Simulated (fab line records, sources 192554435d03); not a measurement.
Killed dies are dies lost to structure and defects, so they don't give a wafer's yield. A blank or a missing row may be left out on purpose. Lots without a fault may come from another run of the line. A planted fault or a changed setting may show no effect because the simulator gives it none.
Chamber matching | flow n5_finfet | N5_FIN_CUT_ETCH_30 on rie_diel-01: 4 sister chambers
The step etches underlayer in N2/H2, target depth 13 nm, time 10.4 s. 18 wafers are shown with their chamber, then 9 later ones without.

WAFERS WITH THEIR CHAMBER
wafer  | chamber | showerhead_plenum_p_Torr (Torr) | drypump_motor_current_A (A) | throttle_valve_pct (%)
L075.1 | 0       | 2.62                            | 6.3                         | 17.67
L075.2 | 2       | 2.64                            | 5.5                         | 18.12
L075.3 | 3       | 2.47                            | 5.8                         | 18.04
L077.1 | 2       | 2.64                            | 5.5                         | 18.13
L077.2 | 3       | 2.47                            | 5.8                         | 18.04
L077.3 | 0       | 2.62                            | 6.3                         | 17.68
L077.4 | 1       | 2.53                            | 5.9                         | 17.78
L077.5 | 0       | 2.62                            | 6.4                         | 17.69
L077.6 | 1       | 2.53                            | 5.9                         | 17.74
L084.1 | 2       | 2.64                            | 5.5                         | 18.14
L084.5 | 1       | 2.52                            | 5.9                         | 17.80
L084.6 | 0       | 2.61                            | 6.3                         | 17.70
L087.2 | 3       | 2.47                            | 5.8                         | 18.08
L087.3 | 1       | 2.52                            | 5.9                         | 17.77
L087.5 | 1       | 2.52                            | 5.9                         | 17.80
L088.1 | 0       | 2.61                            | 6.4                         | 17.69
L088.4 | 3       | 2.47                            | 5.8                         | 18.09
L088.5 | 0       | 2.61                            | 6.3                         | 17.70

SIGNATURES (means of the wafers above)
reading                  | chamber 0 | chamber 1 | chamber 2 | chamber 3 | scatter within a chamber
showerhead_plenum_p_Torr | 2.6150    | 2.5240    | 2.6400    | 2.4700    | 0.00439
drypump_motor_current_A  | 6.333     | 5.900     | 5.500     | 5.800     | 0.0309
throttle_valve_pct       | 17.6883   | 17.7780   | 18.1300   | 18.0625   | 0.0197
Rule: a wafer's distance from a chamber is the root of the sum, over the readings, of the square of ((its reading less the chamber's mean) divided by the reading's scatter). The wafer belongs to the nearest chamber; if the next one is less than 2 further off, it can't be placed. The scatter: the root of (the sum of the squares of (reading less its chamber's mean) over the shown wafers, divided by (wafers less chambers)).

WAFERS WITHOUT THEIR CHAMBER
wafer  | showerhead_plenum_p_Torr (Torr) | drypump_motor_current_A (A) | throttle_valve_pct (%)
L090.2 | 2.63                            | 5.5                         | 18.16
L090.3 | 2.61                            | 6.3                         | 17.71
L090.5 | 2.61                            | 6.4                         | 17.71
L091.1 | 2.61                            | 6.3                         | 17.73
L091.4 | 2.52                            | 5.9                         | 17.81
L091.5 | 2.52                            | 5.9                         | 17.81
L092.1 | 2.63                            | 5.5                         | 18.19
L092.2 | 2.52                            | 5.9                         | 17.83
L092.3 | 2.61                            | 6.3                         | 17.70

WHICH CHAMBER EACH WENT THROUGH
wafer  | from the rows above | in truth
L090.2 | 2                   | 2
L090.3 | 0                   | 0
L090.5 | 0                   | 0
L091.1 | 0                   | 0
L091.4 | 1                   | 1
L091.5 | 1                   | 1
L092.1 | 2                   | 2
L092.2 | 1                   | 1
L092.3 | 0                   | 0
Placed correctly: 9 of 9. Can't be placed from these rows: 0. Placed wrongly: 0.
